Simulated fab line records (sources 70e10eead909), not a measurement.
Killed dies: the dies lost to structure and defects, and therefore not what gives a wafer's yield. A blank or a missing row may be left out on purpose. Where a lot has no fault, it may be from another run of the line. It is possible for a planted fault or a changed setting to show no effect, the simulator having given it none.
fab line records | flow nandHarc
[record] lots = 15 wafers = 45 lastDay = 33
route steps=1302 shown A_SGD_CUT@916 A_SLIT@933
lots with no fault: from the same line, run without faults
startH: hours from the record's opening day to when the first of the lot's shown wafers began | waitH: how many hours have passed since the lot's step before this one | " as in the row above | L1.1+2: several wafers, shown together as one row | - no value present, or no start provided | * or withheld: withheld | < > ~ a bound
route shown NAME@n: a module of which the file shows steps, and the number in the route of the first | usual: mean and standard deviation over wafers with no fault | same: alike in all rows | chamber/n: place in a boat | sites: per-site readings | _std_site: standard deviation across them | _edge_site: mean of outer sites minus mean of inner sites | radiusMm: how far each site lies from the wafer's centre | mask NAME#n: copy n | behind: the tool/chamber that last shaped the wafer | hold: cause of the lot's hold/its duration in hours/its outcome | device: names the non-switching transistor (n, p or np) | end of line: tests run on the same wafers once the route is complete | a step with no rows: only its recipe | killed: not the wafer's yield, but the dies lost to structure and defects at the first sort | map: per-die view of a wafer (x killed, . not killed, _ where there is no die)
set.NAME: the setting as run; set.NAME@STEP: as run at that earlier step | model.NAME: the simulator's own value behind a step, which no gauge read
the route's steps for a sample of lots (tables are steps, rows are wafers)
[[steps]]
[step NHARC_A_SGD_CUT_THK_MEAS_22]
[recipe] thkMeasGauge = ellipsometry
[usual] thkNm = 148.1/1.4
// columns lot.wafer tool chamber startH waitH thkNm
L743.1 filmMetro-01 - 461.03 0.2 148.3
L743.5 " - " " 147.3
L743.6 " - " " 147.7
L748.2 filmMetro-01 - 494.25 0.2 147.5
L748.3 " - " " 148.4
L748.4 " - " " 147.9
L751.1 filmMetro-02 - 527.85 0.2 150.4
L751.2 " - " " 147.0
L751.5 " - " " 146.5
L749.3 filmMetro-02 - 527.85 0.2 146.6
L749.4 " - " " 147.2
L749.6 " - " " 145.3
L752.2 filmMetro-01 - 543.24 0.2 146.8
L752.3 " - " " 148.0
L752.6 " - " " 147.4
L755.3 filmMetro-01 - 557.63 0.2 145.5
L755.4 " - " " 151.0
L755.5 " - " " 146.9
L757.1 filmMetro-01 - 581.17 0.2 148.8
L757.4 " - " " 146.0
L757.6 " - " " 148.1
L756.2 filmMetro-02 - 587.44 0.2 149.3
L756.4 " - " " 146.0
L756.5 " - " " 149.3
L758.3 filmMetro-02 - 610.48 0.2 150.3
L758.5 " - " " 150.8
L758.6 " - " " 148.4
L760.3 filmMetro-02 - 630.72 0.2 148.6
L760.4 " - " " 147.2
L760.6 " - " " 148.6
L761.1 filmMetro-02 - 630.84 0.2 149.7
L761.2 " - " " 150.9
L761.3 " - " " 149.0
L763.1 filmMetro-02 - 646.97 0.2 149.1
L763.2 " - " " 148.4
L763.4 " - " " 148.1
L762.4 filmMetro-01 - 646.98 0.2 147.8
L762.5 " - " " 147.8
L762.6 " - " " 148.4
L764.3 filmMetro-01 - 664.09 0.2 147.1
L764.4 " - " " 147.9
L764.5 " - " " 146.9
L765.4 filmMetro-02 - 664.10 0.2 148.9
L765.5 " - " " 148.4
L765.6 " - " " 148.5
[step NHARC_A_SLIT_CD_MEAS_09]
[recipe] targetCdNm = 300 landingEnergyEv = 500
[usual] cdNm = 300.2/0.52
// columns lot.wafer tool chamber startH waitH cdNm
L743.1 cdSem-02 0 466.44 - 299.6
L743.5 " 0 " " 299.9
L743.6 " 0 " " 299.9
L748.2 cdSem-01 0 503.11 - 300.0
L748.3 " 0 " " 299.3
L748.4 " 0 " " 300.0
L749.3 cdSem-02 0 535.86 - 299.9
L749.4 " 0 " " 300.5
L749.6 " 0 " " 299.9
L751.1 cdSem-02 0 536.54 - 300.9
L751.2 " 0 " " 300.4
L751.5 " 0 " " 300.3
L752.2 cdSem-02 0 549.40 - 299.3
L752.3 " 0 " " 299.6
L752.6 " 0 " " 298.9
L755.3 cdSem-01 0 562.86 - 300.4
L755.4 " 0 " " 300.9
L755.5 " 0 " " 299.9
L757.1 cdSem-03 0 586.48 - 300.9
L757.4 " 0 " " 301.1
L757.6 " 0 " " 300.4
L756.2 cdSem-03 0 594.28 - 299.8
L756.4 " 0 " " 299.6
L756.5 " 0 " " 300.0
L758.3 cdSem-02 0 616.77 - 299.9
L758.5 " 0 " " 300.8
L758.6 " 0 " " 300.5
L760.3 cdSem-02 0 636.14 - 300.5
L760.4 " 0 " " 300.2
L760.6 " 0 " " 300.8
L761.1 cdSem-02 0 636.29 - 299.8
L761.2 " 0 " " 300.3
L761.3 " 0 " " 300.7
L763.1 cdSem-02 0 652.24 - 299.9
L763.2 " 0 " " 300.3
L763.4 " 0 " " 299.9
L762.4 cdSem-01 0 652.40 - 300.6
L762.5 " 0 " " 300.5
L762.6 " 0 " " 300.5
L764.3 cdSem-02 0 669.44 - 300.1
L764.4 " 0 " " 300.3
L764.5 " 0 " " 301.1
L765.4 cdSem-02 0 670.55 - 300.8
L765.5 " 0 " " 300.3
L765.6 " 0 " " 299.7
[step NHARC_A_SLIT_OVL_MEAS_10]
[usual] overlayXNm = 0.1/0.98 overlayYNm = 0.0/0.96
// columns lot.wafer tool chamber startH waitH overlayXNm overlayYNm
L743.1 overlay-01 - 466.52 - 0.2 1.4
L743.5 " - " " -0.5 1.8
L743.6 " - " " 0.0 1.6
L748.2 overlay-02 - 503.20 - -1.0 -0.5
L748.3 " - " " -0.9 -0.5
L748.4 " - " " -1.3 -0.1
L749.3 overlay-02 - 535.94 - 0.7 1.8
L749.4 " - " " 0.8 0.9
L749.6 " - " " 0.5 1.6
L751.1 overlay-02 - 536.63 - 2.4 0.5
L751.2 " - " " 2.0 -0.3
L751.5 " - " " 2.2 0.1
L752.2 overlay-02 - 549.49 - 0.6 -0.7
L752.3 " - " " 1.4 -0.2
L752.6 " - " " 1.1 -0.7
L755.3 overlay-01 - 562.94 - 0.6 -0.3
L755.4 " - " " 0.7 -0.5
L755.5 " - " " 0.9 -0.6
L757.1 overlay-02 - 586.58 - 0.0 0.6
L757.4 " - " " 0.0 -0.6
L757.6 " - " " -0.2 0.1
L756.2 overlay-02 - 594.37 - 0.1 -1.0
L756.4 " - " " -0.5 -0.8
L756.5 " - " " -0.5 -1.0
L758.3 overlay-02 - 616.86 - 0.2 0.9
L758.5 " - " " 0.8 1.1
L758.6 " - " " 1.3 0.8
L760.3 overlay-02 - 636.23 - -0.3 1.2
L760.4 " - " " -0.1 1.2
L760.6 " - " " 0.4 1.0
L761.1 overlay-02 - 636.38 - -2.2 -0.5
L761.2 " - " " -2.6 -0.2
L761.3 " - " " -2.1 0.0
L763.1 overlay-01 - 652.33 - -1.0 -0.5
L763.2 " - " " -0.9 0.4
L763.4 " - " " -0.9 0.1
L762.4 overlay-02 - 652.48 - 0.1 -0.8
L762.5 " - " " -0.4 -1.2
L762.6 " - " " 0.3 -1.1
L764.3 overlay-02 - 669.52 - -0.2 0.8
L764.4 " - " " 0.4 1.1
L764.5 " - " " -0.6 1.0
L765.4 overlay-02 - 670.63 - 1.1 -0.4
L765.5 " - " " 1.7 -0.1
L765.6 " - " " 1.5 -0.1
[step NHARC_A_SLIT_ETCH_17]
[recipe] biasV = 900 sourceW = withheld pressureMtorr = 20 arFlowSccm = 375 c4f8FlowSccm = 83.3 o2FlowSccm = 41.7 timeS = 4254.5 targetDepthA = 2.03e+05 chemistry = C4F8/O2/Ar
[usual] c4f8FlowSccm = 83.29/0.26 chamberPressureMTorr = 19.999/0.018 drypumpMotorCurrentA = 5.9/0.41 showerheadPlenumPTorr = 3.72/0.18 throttleValvePct = 32.046/0.0084
// columns lot.wafer tool chamber startH waitH c4f8FlowSccm chamberPressureMTorr drypumpMotorCurrentA rfHoursCounterH showerheadPlenumPTorr throttleValvePct
L743.1 harEtch-01 1 468.74 - 83.14 20.009 6.2 256 3.51 32.050
L743.5 " 0 470.58 - 83.40 19.994 5.2 - 3.65 32.054
L743.6 " 1 " " 83.45 20.026 6.3 - 3.51 32.041
L748.2 harEtch-02 1 505.16 - 83.52 19.969 6.2 62 3.90 32.048
L748.3 " 0 " " 83.68 20.005 6.0 - 3.90 32.052
L748.4 " 1 " " 83.24 20.015 6.2 - 3.91 32.027
L749.3 harEtch-01 0 538.52 - - - - - - -
L749.4 " 1 " " - - - - - -
L749.6 " 0 " " - - - - - -
L751.1 harEtch-02 0 540.51 - - - - - - -
L751.2 " 1 " " - - - - - -
L751.5 " 0 542.91 - - - - - - -
L752.2 harEtch-02 1 552.60 - - - - - - -
L752.3 " 1 553.82 - - - - - - -
L752.6 " 0 555.64 - - - - - - -
L755.3 harEtch-01 1 565.53 - 83.45 19.982 6.2 - 3.48 32.048
L755.4 " 0 " " 83.41 19.990 5.3 - 3.62 32.051
L755.5 " 1 " " 83.44 20.018 6.2 - 3.48 32.052
L757.1 harEtch-01 1 588.54 - 83.56 20.015 6.2 329 3.47 32.032
L757.4 " 1 589.74 - 83.36 19.998 6.2 - 3.47 32.050
L757.6 " 0 " " 83.35 19.997 5.3 - 3.61 32.027
L756.2 harEtch-02 1 599.03 - 83.11 19.991 6.2 123 3.87 32.054
L756.4 " 1 600.26 - 82.84 20.019 6.2 - 3.87 32.030
L756.5 " 1 601.49 - 82.98 19.984 6.3 - 3.87 32.053
L758.3 harEtch-01 1 619.43 - 83.65 19.992 6.3 - 3.47 32.047
L758.5 " 1 620.64 - 83.59 20.008 6.2 - 3.47 32.057
L758.6 " 0 " " 83.36 19.999 5.3 - 3.60 32.051
L761.2 harEtch-01 1 637.73 - 83.25 19.988 6.3 355 3.46 32.046
L761.1 " 0 " " 83.13 19.992 5.3 355 3.60 32.054
L761.3 " 1 " " 83.21 19.986 6.3 - 3.46 32.047
L760.3 harEtch-02 0 639.04 - 83.22 20.004 6.0 - 3.86 32.062
L760.4 " 1 " " 83.46 19.979 6.3 - 3.86 32.046
L760.6 " 0 " " 82.92 19.993 6.0 - 3.86 32.057
L763.1 harEtch-02 0 653.70 - 83.17 19.999 6.0 146 3.86 32.047
L763.2 " 1 " " 83.72 19.968 6.2 146 3.86 32.046
L763.4 " 0 " " 82.90 19.962 6.0 - 3.86 32.047
L762.4 harEtch-01 1 655.64 - 82.94 20.022 6.2 - 3.46 32.051
L762.5 " 0 " " 83.12 19.989 5.3 - 3.59 32.060
L762.6 " 1 " " 83.03 19.987 6.2 - 3.46 32.056
L764.4 harEtch-02 1 672.08 - 83.34 19.972 6.3 - 3.85 32.040
L764.3 " 0 " " 83.30 19.987 6.0 - 3.85 32.037
L764.5 " 1 " " 82.96 20.037 6.3 - 3.85 32.041
L765.4 harEtch-01 0 673.20 - 82.86 19.994 5.2 - 3.59 32.050
L765.5 " 0 674.41 - 82.83 20.019 5.3 - 3.59 32.044
L765.6 " 1 " " 83.31 19.994 6.2 - 3.45 32.049
[[key]]
[firstSign] step = NHARC_A_SLIT_ETCH_17 reading = toolRecord direction = missing
effect none on later readings
metAt NHARC_A_SLIT_ETCH_17
struckLots L749,L751,L752
laterRowsLeftOut L749.3,L749.4,L749.6,L751.1,L751.2,L751.5,L752.2,L752.3,L752.6
sortLeftOut L749.3,L749.4,L749.6,L751.1,L751.2,L751.5,L752.2,L752.3,L752.6
testerLeftOut L749,L751,L752
notActingAt NHARC_A_SGD_CUT_THK_MEAS_22,NHARC_A_SLIT_CD_MEAS_09,NHARC_A_SLIT_OVL_MEAS_10
onsetBetween 505.16 538.52
[fault] kind = skippedStepWhole tool = harEtch-01,harEtch-02 chamber = - onsetH = 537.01 steps = NHARC_A_SLIT_ETCH_17 scope = struckLotsOnly
// testerLeftOut: of these lots the tester's yield and bins aren't shown, on N5 and GAA mostly nor the transistor test; their killed dies are dies lost to structure and defects alone, not to doping, threshold or leakage, so they don't give the yield
// sortLeftOut: the simulated sort isn't trusted on such a fault, so these wafers' sort isn't shown, and their yield isn't known
// laterRowsLeftOut: the simulator's readings of these wafers behind a module that went badly wrong aren't trusted and aren't shown, but for the sort
